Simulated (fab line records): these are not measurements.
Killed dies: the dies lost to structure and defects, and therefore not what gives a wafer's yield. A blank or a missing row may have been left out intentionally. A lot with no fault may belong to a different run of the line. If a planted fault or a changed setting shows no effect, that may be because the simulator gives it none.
Chamber matching || flow n5_finfet || N5_SPACER0_ALD_08 on ald_sin-03: 4 sister chambers
The step deposits SiNx, target thk 2 nm. 4 wafers are shown with their chamber, then 9 later ones without.

## WAFERS WITH THEIR CHAMBER
{"wafer": "L084.4", "chamber": 0, "heater_power_w (W)": 954}
{"wafer": "L084.6", "chamber": 3, "heater_power_w (W)": 764}
{"wafer": "L087.4", "chamber": 1, "heater_power_w (W)": 789}
{"wafer": "L087.5", "chamber": 2, "heater_power_w (W)": 910}

## WAFERS WITH NO CHAMBER GIVEN
{"wafer": "L092.1", "heater_power_w (W)": 899}
{"wafer": "L092.2", "heater_power_w (W)": 747}
{"wafer": "L092.3", "heater_power_w (W)": 967}
{"wafer": "L094.3", "heater_power_w (W)": 761}
{"wafer": "L094.5", "heater_power_w (W)": 943}
{"wafer": "L094.6", "heater_power_w (W)": 814}
{"wafer": "L097.1", "heater_power_w (W)": 746}
{"wafer": "L097.3", "heater_power_w (W)": 795}
{"wafer": "L097.6", "heater_power_w (W)": 749}

## THE CHAMBER EACH PASSED THROUGH
{"wafer": "L092.1", "from the rows above": 2, "in truth": 2}
{"wafer": "L092.2", "from the rows above": "can't be placed: 3 or 1", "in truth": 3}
{"wafer": "L092.3", "from the rows above": 0, "in truth": 0}
{"wafer": "L094.3", "from the rows above": "can't be placed: 3 or 1", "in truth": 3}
{"wafer": "L094.5", "from the rows above": "can't be placed: 0 or 2", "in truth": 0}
{"wafer": "L094.6", "from the rows above": "can't be placed: 1 or 3", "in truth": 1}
{"wafer": "L097.1", "from the rows above": "can't be placed: 3 or 1", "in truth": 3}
{"wafer": "L097.3", "from the rows above": "can't be placed: 1 or 3", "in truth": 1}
{"wafer": "L097.6", "from the rows above": "can't be placed: 3 or 1", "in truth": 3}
Correctly placed: 2 of 9. Unplaceable from these rows: 7, with the true chamber sitting among the candidates in 7. Number placed wrongly: 0.
How it was worked out, from the rows above alone: a wafer's distance from a chamber is the root of the sum, over the readings, of the square of ((its reading less the chamber's mean) divided by the reading's scatter). If the next closest chamber is less than 2 further off than the closest, the wafer can't be placed; otherwise it belongs to the closest. The mean given for a chamber averages the wafers shown for that chamber. The scatter (one wafer shown for each chamber): square how far every hidden wafer sits from the nearest shown wafer, average those squares and take the square root.
